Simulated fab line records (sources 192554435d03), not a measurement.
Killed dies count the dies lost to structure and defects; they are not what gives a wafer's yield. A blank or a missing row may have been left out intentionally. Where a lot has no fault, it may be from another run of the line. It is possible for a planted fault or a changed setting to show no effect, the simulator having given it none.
What tool caused it?	flow n5Finfet	36 wafers from 12 lots sampled at 3 of the route's 1938 steps

WHAT THE GAUGES SHOWED, per wafer
N5_BEOL_M13_OVL_MEAS_29.
lot	measured	on	M13_OVL (nm)
L075	day 10 21:43	overlay-02	-6 2 -1
L076	day 11 12:47	overlay-01	-5 8 3
L078	day 11 23:17	overlay-01	1 0 2
L083	day 12 16:59	overlay-02	-4 -5 -3
L082	day 13 06:25	overlay-01	2 -2 1
L085	day 14 03:12	overlay-01	1 -2 2
L089	day 14 14:32	overlay-02	-3 -2 -8
L088	day 14 20:20	overlay-02	6 9 1
L091	day 15 18:37	overlay-01	-6 -5 -14
L093	day 16 08:55	overlay-02	-11 -8 -13
L092	day 16 20:38	overlay-02	-8 -3 3
L097	day 17 21:47	overlay-01	7 -10 0

WHAT TOOL EACH LOT RAN ON (gives the tool, then ch and the chambers of the sampled wafers, and finally the start)
lot	N5_BEOL_M12_DEGAS_41	N5_BEOL_M13_VIA_ETCH_16
L075	pvdSputter-02, day 10 17:53	rieDiel-06 ch 1,2,3, day 10 20:47
L076	pvdSputter-01, day 11 09:50	rieDiel-04 ch 1,2, day 11 11:52
L078	pvdSputter-02, day 11 20:26	rieDiel-03 ch 0,1,3, day 11 22:21
L083	pvdSputter-02, day 12 14:07	rieDiel-04 ch 0,1,3, day 12 16:11
L082	pvdSputter-02, day 13 03:40	rieDiel-04 ch 0,1,3, day 13 05:37
L085	pvdSputter-03, day 14 00:13	rieDiel-03 ch 0,2,3, day 14 02:24
L089	pvdSputter-03, day 14 11:29	rieDiel-04 ch 0,2, day 14 13:44
L088	pvdSputter-03, day 14 17:25	rieDiel-03 ch 0,1,2, day 14 19:32
L091	pvdSputter-03, day 15 15:43	rieDiel-04 ch 0,1,3, day 15 17:49
L093	pvdSputter-02, day 16 05:28	rieDiel-06 ch 2,3, day 16 08:07
L092	pvdSputter-01, day 16 17:41	rieDiel-06 ch 0,2,3, day 16 19:43
L097	pvdSputter-03, day 17 18:46	rieDiel-06 ch 0,3, day 17 20:52
- N5_BEOL_M12_DEGAS_41: time 60 s.
- N5_BEOL_M13_VIA_ETCH_16: etches SiOC in C4F8/O2/Ar, target depth 921.7 nm.

THE ANSWER, worked out from the rows above alone
Rule: the usual values come from the lots themselves. Put in order of their means at a reading, lots are off if they are a third of the lots or fewer, leave a main group of 4 or more, and stand apart from it by a gap of 3 or more times the standard deviation of the main group's means; of several such gaps the widest counts. A main group whose means are all the same, to the digits that the tables above print for the reading, isn't used. Also off: a lot with no number at a reading for which 4 or more lots have one. All remaining lots with rows at the step are treated as sound.
None of the lots is off at any reading shown; this tells nothing.

WHAT WAS PUT IN BY THE SIMULATOR
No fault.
